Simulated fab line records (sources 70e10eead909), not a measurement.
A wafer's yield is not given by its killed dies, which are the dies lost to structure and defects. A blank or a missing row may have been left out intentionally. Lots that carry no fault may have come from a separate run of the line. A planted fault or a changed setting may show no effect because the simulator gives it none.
fab line records ; flow nand_harc
record: lots: 13; wafers: 39; last_day: 25
route steps=1159 shown P_ZERO_WELL@17 A_BONDPAD@1087 HYBRID_BOND@1094 END@1159
lots with no fault: from the same line, run without faults
start_h: the number of hours between the record's first day and the start of the first shown wafer of the lot ; wait_h: time in hours since the lot's previous step ; " repeats the value in the row above ; L1.1+2: several wafers, shown together as one row ; - no value present, or no start provided ; * or withheld: withheld ; < > ~ a bound
route shown NAME@n: NAME is a module with steps in the file, n the number in the route of the first one ; usual: mean and standard deviation over wafers with no fault ; same: alike in all rows ; chamber/n: place in a boat ; sites: the reading at each site ; _std_site: their standard deviation ; _edge_site: mean of outer sites minus mean of inner sites ; radius_mm: for every site, how far away it sits from the centre of the wafer ; mask NAME#n: copy n ; behind: the tool/chamber that last shaped the wafer ; hold: why the lot went on hold/how many hours it stayed there/how the hold came to an end ; device: the n, p or np transistor that did not switch ; end of line: the route-end tests of the same wafers ; a step without rows: its recipe alone ; killed: not the wafer's yield, but the dies lost to structure and defects at the first sort ; map: the dies of a wafer, with x for killed, . for not killed, _ for no die there
set.NAME: setting as actually run; set.NAME@STEP: the setting as run at that earlier step ; model.NAME: the simulator's own value behind a step, which no gauge read
a sample of lots followed through the steps of the route, with each step as a table and each wafer as a row
services: when a tool's chamber went out of use (start_h, in hours from the record's first day, below 0 if earlier), for how many hours, and the reason
== steps ==
step: NHARC_P_ZERO_WELL_ETCH_65
recipe: target_depth_a: 800; overetch_a: 240; time_s: 87.88; ion_energy_ev: 200; n2_flow_sccm: 150; h2_flow_sccm: 150; ar_flow_sccm: 0; rf_w: 400; bias_w: 150; chemistry: N2/H2
usual: drypump_motor_current_A: 5.6/0.39; n2_flow_sccm: 150.0/0.39; oes_product_au: 0.999/0.016; rf_vpp_V: 431.5/2.5; showerhead_plenum_p_Torr: 2.08/0.086; throttle_valve_pct: 14.170/0.0094
lot.wafer;tool;chamber;start_h;wait_h;drypump_motor_current_A;n2_flow_sccm;oes_product_au;rf_hours_counter_h;rf_vpp_V;showerhead_plenum_p_Torr;throttle_valve_pct
L797.2;rie_diel-09;2;13.48;0.1;5.9;150.1;0.986;6;434.9;2.15;14.173
L797.3;rie_diel-09;0;13.48;0.1;5.2;149.9;1.011;6;427.7;1.97;14.173
L797.5;rie_diel-09;3;13.48;0.1;5.2;149.9;0.993;-;433.0;2.18;14.167
L799.1;rie_diel-07;1;25.59;0.1;5.5;149.5;0.993;11;431.3;2.03;14.163
L799.3;rie_diel-07;2;25.59;0.1;6.5;150.2;1.008;10;428.5;1.99;14.168
L799.6;rie_diel-07;2;25.59;0.1;6.5;150.6;1.006;-;431.2;1.99;14.177
L800.2;rie_diel-07;2;31.50;0.1;6.5;150.2;1.020;10;429.6;1.99;14.176
L800.3;rie_diel-07;1;31.50;0.1;5.5;149.9;0.992;11;431.9;2.03;14.186
L800.6;rie_diel-07;0;31.50;0.1;5.7;149.6;0.978;-;432.0;2.06;14.179
L802.1;rie_diel-07;0;43.48;0.1;5.7;150.1;0.979;12;430.5;2.06;14.167
L802.6;rie_diel-07;0;43.48;0.1;5.7;150.7;0.973;-;431.1;2.06;14.150
L802.5;rie_diel-07;1;43.48;0.1;5.5;150.1;0.985;-;430.1;2.03;14.169
L803.4;rie_diel-09;0;49.50;0.1;5.2;149.5;1.005;10;428.0;1.97;14.150
L803.5;rie_diel-09;1;49.50;0.1;5.2;149.4;0.999;-;432.9;2.15;14.181
L803.6;rie_diel-09;2;49.50;0.1;5.9;150.6;0.977;-;432.6;2.15;14.177
L804.4;rie_diel-08;1;55.49;0.1;5.9;149.8;0.976;6;428.3;1.99;14.164
L804.3;rie_diel-08;0;55.49;0.1;5.2;149.8;1.003;5;433.0;2.15;14.177
L804.6;rie_diel-08;1;55.49;0.1;5.9;149.8;0.973;-;429.1;1.99;14.173
L805.1;rie_diel-07;1;61.51;0.1;5.5;149.3;1.001;0;430.6;2.03;14.174
L805.4;rie_diel-07;2;61.51;0.1;6.5;149.8;1.027;0;429.4;1.99;14.154
L805.5;rie_diel-07;3;61.51;0.1;5.5;150.3;0.996;-;433.1;2.17;14.158
L806.1;rie_diel-09;1;67.37;0.1;5.2;150.7;0.997;11;433.2;2.15;14.187
L806.2;rie_diel-09;3;67.37;0.1;5.2;150.1;0.979;9;433.5;2.17;14.156
L806.6;rie_diel-09;1;67.37;0.1;5.3;151.1;0.999;-;431.5;2.15;14.168
L807.3;rie_diel-09;3;73.37;0.1;5.2;149.9;0.997;10;433.6;2.17;14.175
L807.4;rie_diel-09;0;73.37;0.1;5.2;150.7;1.027;10;427.9;1.97;14.166
L807.6;rie_diel-09;2;73.37;0.1;5.9;149.9;0.991;-;433.9;2.15;14.182
L814.4;rie_diel-07;0;115.50;0.1;5.7;149.8;0.992;3;430.7;2.06;14.172
L814.6;rie_diel-07;1;115.50;0.1;5.5;149.8;0.994;-;430.2;2.03;14.169
L814.5;rie_diel-07;2;115.50;0.1;6.4;149.3;1.018;-;428.5;1.99;14.172
L818.1;rie_diel-09;3;139.38;0.1;5.2;150.0;1.035;3;434.5;2.17;14.184
L818.5;rie_diel-09;3;139.38;0.1;5.2;149.8;1.041;-;435.5;2.17;14.184
L818.6;rie_diel-09;0;139.38;0.1;5.2;149.7;0.998;-;427.4;1.96;14.170
L819.1;rie_diel-08;1;145.47;0.1;5.9;150.1;1.006;0;427.9;1.99;14.164
L819.4;rie_diel-08;2;145.47;0.1;5.8;150.2;0.985;0;427.4;1.90;14.164
L819.2;rie_diel-08;3;145.47;0.1;5.3;150.0;1.024;0;432.5;2.09;14.164
L820.3;rie_diel-08;3;151.36;0.1;5.3;149.9;1.008;1;431.9;2.09;14.179
L820.1;rie_diel-08;1;151.36;0.1;5.9;150.2;0.998;2;428.8;1.99;14.174
L820.6;rie_diel-08;0;151.36;0.1;5.2;149.7;1.004;-;434.0;2.15;14.158
step: NHARC_A_BONDPAD_ANNEAL_28
recipe: temp_c: 225; time_s: 90
usual: wafer_temp_C_max: 226.1/0.4
lot.wafer;tool;chamber;start_h;wait_h;wafer_temp_C_max
L797.2;rtp_anneal-02;0;410.13;-;225.9
L797.3;rtp_anneal-02;0;410.13;-;225.9
L797.5;rtp_anneal-02;0;410.13;-;225.5
L800.2;rtp_anneal-01;0;412.05;-;226.8
L800.3;rtp_anneal-01;0;412.05;-;227.3
L800.6;rtp_anneal-01;0;412.05;-;226.7
L799.1;rtp_anneal-01;0;415.72;0.3;226.1
L799.3;rtp_anneal-01;0;415.72;0.3;226.8
L799.6;rtp_anneal-01;0;415.72;0.3;226.5
L802.1;rtp_anneal-02;0;448.34;-;225.7
L802.5;rtp_anneal-02;0;448.34;-;225.7
L802.6;rtp_anneal-02;0;448.34;-;225.7
L807.3;rtp_anneal-01;0;453.54;-;226.4
L807.4;rtp_anneal-01;0;453.54;-;226.5
L807.6;rtp_anneal-01;0;453.54;-;226.4
L803.4;rtp_anneal-01;0;460.27;-;225.9
L803.5;rtp_anneal-01;0;460.27;-;226.4
L803.6;rtp_anneal-01;0;460.27;-;226.3
L805.1;rtp_anneal-01;0;462.59;-;226.0
L805.4;rtp_anneal-01;0;462.59;-;226.5
L805.5;rtp_anneal-01;0;462.59;-;226.3
L806.1;rtp_anneal-01;0;463.72;-;226.1
L806.2;rtp_anneal-01;0;463.72;-;226.1
L806.6;rtp_anneal-01;0;463.72;-;225.8
L804.3;rtp_anneal-02;0;468.32;0.3;225.7
L804.4;rtp_anneal-02;0;468.32;0.3;225.7
L804.6;rtp_anneal-02;0;468.32;0.3;225.6
L814.4;rtp_anneal-01;0;511.03;-;226.5
L814.5;rtp_anneal-01;0;511.03;-;226.5
L814.6;rtp_anneal-01;0;511.03;-;226.5
L820.1;rtp_anneal-02;0;551.09;-;226.0
L820.3;rtp_anneal-02;0;551.09;-;225.5
L820.6;rtp_anneal-02;0;551.09;-;225.7
L818.1;rtp_anneal-01;0;551.36;0.3;226.5
L818.5;rtp_anneal-01;0;551.36;0.3;226.2
L818.6;rtp_anneal-01;0;551.36;0.3;226.2
L819.1;rtp_anneal-01;0;555.06;-;226.6
L819.2;rtp_anneal-01;0;555.06;-;226.5
L819.4;rtp_anneal-01;0;555.06;-;226.5
step: NHARC_HYBRID_BOND_ACTIVATE_00
recipe: time_s: 60; n2_flow_sccm: 200; ar_flow_sccm: 0; bias_power_w: 0; chemistry: N2
usual: drypump_motor_current_A: 5.6/0.43; n2_flow_sccm: 200.0/0.56; oes_product_au: 0.995/0.013; rf_vpp_V: 64.2/0.97; showerhead_plenum_p_Torr: 1.76/0.071
lot.wafer;tool;chamber;start_h;wait_h;drypump_motor_current_A;n2_flow_sccm;oes_product_au;rf_hours_counter_h;rf_vpp_V;showerhead_plenum_p_Torr
L797.3;rie_diel-04;3;411.02;0.1;5.6;200.2;0.980;13;64.1;1.74
L797.2;rie_diel-04;2;411.02;0.1;4.8;200.5;0.982;12;65.3;1.69
L797.5;rie_diel-04;3;411.02;0.1;5.6;199.6;0.981;-;63.9;1.74
L800.3;rie_diel-04;1;412.96;0.1;6.0;200.1;0.991;12;64.0;1.81
L800.2;rie_diel-04;2;412.96;0.1;4.8;199.6;0.976;12;64.4;1.69
L800.6;rie_diel-04;3;412.96;0.1;5.6;199.1;0.988;-;65.3;1.74
L799.3;rie_diel-04;1;416.68;0.1;6.0;200.0;0.992;12;63.8;1.81
L799.1;rie_diel-04;2;416.68;0.1;4.9;200.4;0.978;13;63.0;1.69
L799.6;rie_diel-04;0;416.68;0.1;5.5;200.5;1.000;-;63.6;1.83
L802.1;rie_diel-04;3;449.33;0.1;5.6;199.8;0.997;16;63.9;1.74
L802.6;rie_diel-04;0;449.33;0.1;5.5;200.0;0.987;-;65.1;1.83
L802.5;rie_diel-04;1;449.33;0.1;6.0;200.6;0.982;-;63.3;1.81
L807.3;rie_diel-04;2;454.38;0.1;4.8;199.2;0.982;15;64.6;1.68
L807.4;rie_diel-04;0;454.38;0.1;5.4;199.5;0.995;16;64.7;1.83
L807.6;rie_diel-04;1;454.38;0.1;6.0;198.8;0.985;-;65.3;1.81
L803.4;rie_diel-04;0;461.11;0.1;5.5;199.5;0.990;17;65.4;1.83
L803.5;rie_diel-04;1;461.11;0.1;6.0;200.0;0.991;-;63.3;1.81
L803.6;rie_diel-04;2;461.11;0.1;4.8;200.1;0.977;-;64.7;1.68
L805.1;rie_diel-01;0;463.57;0.1;5.4;199.8;0.995;55;63.0;1.90
L805.4;rie_diel-01;1;463.57;0.1;5.9;200.1;0.980;50;63.7;1.71
L805.5;rie_diel-01;3;463.57;0.1;6.1;200.1;1.007;-;64.8;1.67
L806.2;rie_diel-01;2;464.66;0.1;5.6;199.1;1.020;52;65.3;1.90
L806.1;rie_diel-01;0;464.66;0.1;5.4;200.1;0.992;56;64.9;1.90
L806.6;rie_diel-01;1;464.66;0.1;5.9;198.5;0.986;-;63.4;1.71
L804.4;rie_diel-12;1;469.14;0.1;6.0;200.8;1.001;29;63.1;1.69
L804.3;rie_diel-12;3;469.14;0.1;6.0;198.8;1.003;30;62.7;1.63
L804.6;rie_diel-12;1;469.14;0.1;6.0;200.9;1.009;-;63.8;1.69
L814.4;rie_diel-04;0;511.86;0.1;5.4;201.2;1.009;3;64.8;1.82
L814.6;rie_diel-04;1;511.86;0.1;6.1;199.5;1.000;-;65.6;1.80
L814.5;rie_diel-04;2;511.86;0.1;4.8;199.9;0.974;-;62.5;1.68
L820.3;rie_diel-04;0;552.03;0.1;5.4;200.0;1.018;8;65.0;1.82
L820.1;rie_diel-04;2;552.03;0.1;4.8;199.5;0.986;6;63.2;1.68
L820.6;rie_diel-04;0;552.03;0.1;5.5;200.2;1.016;-;64.8;1.82
L818.1;rie_diel-04;0;552.35;0.1;5.4;200.4;1.014;8;64.2;1.82
L818.6;rie_diel-04;1;552.35;0.1;6.0;199.5;0.995;-;63.5;1.80
L818.5;rie_diel-04;2;552.35;0.1;4.8;199.9;0.984;-;64.3;1.68
L819.2;rie_diel-04;2;556.02;0.1;4.8;199.3;0.975;6;64.7;1.68
L819.1;rie_diel-04;3;556.02;0.1;5.6;200.2;0.999;8;64.8;1.73
L819.4;rie_diel-04;0;556.02;0.1;5.5;199.6;1.002;9;67.0;1.82
step: NHARC_END_SORT_01
recipe: temp_c: 25
usual: killed_at_array: 26/9.7; killed_at_other: 1.0/1.2; killed_at_periphery: 3.9/2.6; killed_dies: 31/9.7; killed_open: 3.2/1.8; killed_short: 2.0/1.3
same: gross_dies: 677
lot.wafer;tool;chamber;start_h;wait_h;killed_at_array;killed_at_other;killed_at_periphery;killed_dies;killed_open;killed_short
L814.4;prober-02;0;544.65;3.4;16;1;14;31;3;4
L814.5;prober-02;0;545.46;3.7;12;0;3;15;1;2
L814.6;prober-02;0;546.26;4.0;19;0;9;28;9;3
killed by level:class
L814.4 P_ZERO_WELL:unspecified=7 P_M2:chamber_film_flake=5 A_CHANNEL_HOLE_D1:chamber_film_flake=3 A_STAIRCASE:chamber_film_flake=3 A_WL_FILL:chamber_film_flake=2 A_CONTACT:chamber_film_flake=2 P_CONTACT:geometric_particle:short=1 P_M0:geometric_particle:short=1
L814.5 A_CHANNEL_HOLE_D1:chamber_film_flake=7 P_GATE:chamber_film_flake=2 P_M1:geometric_particle:open=1 A_ONON_D1:geometric_particle:short=1 A_CHANNEL_HOLE_D1:geometric_particle:short=1 A_STAIRCASE:chamber_film_flake=1 A_SLIT:chamber_film_flake=1 A_CONTACT:chamber_film_flake=1
L814.6 P_M2:chamber_film_flake=8 A_CONTACT:geometric_particle:open=3 A_CHANNEL_HOLE_D1:chamber_film_flake=3 A_SLIT:chamber_film_flake=3 A_BLC:geometric_particle:open=2 P_CONTACT:geometric_particle:open=1 A_ONON_D1:geometric_particle:short=1 A_CHANNEL_FILL_D1:geometric_particle:short=1
== services ==
tool;chamber;start_h;hours;kind
rie_diel-04;1;21.27;5.7;repair
rie_diel-07;3;30.37;7.2;repair
rie_diel-04;2;38.43;4.4;repair
rie_diel-04;3;42.03;2.8;repair
rie_diel-07;2;51.06;5.5;repair
rie_diel-07;-;51.20;9.0;pm
rie_diel-09;0;63.07;9.2;repair
rie_diel-07;-;66.40;0.6;repair
rie_diel-09;-;77.31;9.0;pm
rie_diel-07;0;90.86;6.1;repair
rie_diel-07;0;106.04;4.7;repair
rie_diel-09;1;111.70;5.0;repair
rie_diel-04;-;111.97;9.0;pm
rie_diel-09;2;153.55;8.5;repair
rie_diel-04;-;156.25;0.4;repair
rie_diel-04;3;188.68;17.5;repair
rie_diel-04;3;229.36;14.6;repair
rie_diel-04;3;279.05;5.2;repair
rie_diel-04;2;287.36;3.3;repair
rie_diel-04;-;288.99;9.0;pm
rie_diel-04;2;318.05;1.9;repair
rie_diel-04;3;349.22;6.0;repair
rie_diel-04;-;465.99;9.0;pm
rie_diel-04;2;528.67;3.4;repair
== key ==
first_sign: step: NHARC_END_SORT_01; reading: killed_at_periphery; direction: up; sigmas: 3.9; usual: 3.9; struck: 14
effect none on later readings
met_at NHARC_P_ZERO_WELL_ETCH_65
struck_lots L814
struck_wafers L814.4
tester_left_out L814
not_acting_at NHARC_A_BONDPAD_ANNEAL_28,NHARC_HYBRID_BOND_ACTIVATE_00
onset_between 43.48 115.50
fault: kind: chamber_particle_source; tool: rie_diel-07; chamber: 0; onset_h: 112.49; steps: NHARC_P_ZERO_WELL_ETCH_65; rate_per_visit_cm2: 0.014686; end_h: 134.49
tester_left_out: of these lots the tester's yield and bins aren't shown, on N5 and GAA mostly nor the transistor test; their killed dies are dies lost to structure and defects alone, not to doping, threshold or leakage, so they don't give the yield
